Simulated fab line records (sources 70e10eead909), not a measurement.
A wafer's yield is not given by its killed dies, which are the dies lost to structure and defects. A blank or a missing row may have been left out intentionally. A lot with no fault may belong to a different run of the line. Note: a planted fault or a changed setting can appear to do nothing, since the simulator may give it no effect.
Matching of chambers || flow nand harc || NHARC_P_M2_DEP_33 on pecvd-03: 3 sister chambers
The step deposits SiCN, target thk 30 nm. 5 wafers are shown with their chamber, then 7 later ones without.

## WAFERS, EACH WITH ITS CHAMBER
{"wafer": "L805.6", "chamber": 1, "heater power w (W)": 613}
{"wafer": "L813.4", "chamber": 0, "heater power w (W)": 533}
{"wafer": "L821.5", "chamber": 2, "heater power w (W)": 620}
{"wafer": "L822.2", "chamber": 0, "heater power w (W)": 478}
{"wafer": "L822.3", "chamber": 2, "heater power w (W)": 562}

## WAFERS WITH NO CHAMBER GIVEN
{"wafer": "L822.5", "heater power w (W)": 488}
{"wafer": "L824.1", "heater power w (W)": 511}
{"wafer": "L824.2", "heater power w (W)": 663}
{"wafer": "L824.6", "heater power w (W)": 533}
{"wafer": "L823.1", "heater power w (W)": 606}
{"wafer": "L823.3", "heater power w (W)": 666}
{"wafer": "L823.6", "heater power w (W)": 619}

## WHICH CHAMBER EACH ONE RAN IN
{"wafer": "L822.5", "from the rows above": 0, "in truth": 0}
{"wafer": "L824.1", "from the rows above": "can't be placed: 0 or 2", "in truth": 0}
{"wafer": "L824.2", "from the rows above": "can't be placed: 1 or 2", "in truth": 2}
{"wafer": "L824.6", "from the rows above": "can't be placed: 0 or 2 or 1", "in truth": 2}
{"wafer": "L823.1", "from the rows above": "can't be placed: 1 or 2", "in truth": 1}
{"wafer": "L823.3", "from the rows above": "can't be placed: 1 or 2", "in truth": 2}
{"wafer": "L823.6", "from the rows above": "can't be placed: 1 or 2", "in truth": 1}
Placed correctly: 1 of 7. Unplaceable from these rows: 6, with the true chamber sitting among the candidates in 6. Number placed wrongly: 0.
How it was worked out, from the rows above alone: a wafer's distance from a chamber is the root of the sum, over the readings, of the square of ((its reading less the chamber's mean) divided by the reading's scatter). The wafer belongs to the nearest chamber; if the next one is less than 2 further off, it can't be placed. A chamber's mean is the mean of its shown wafers. The scatter: take each reading less its chamber's mean, square it, sum over the shown wafers, divide by the number of wafers less the number of chambers, and take the root.
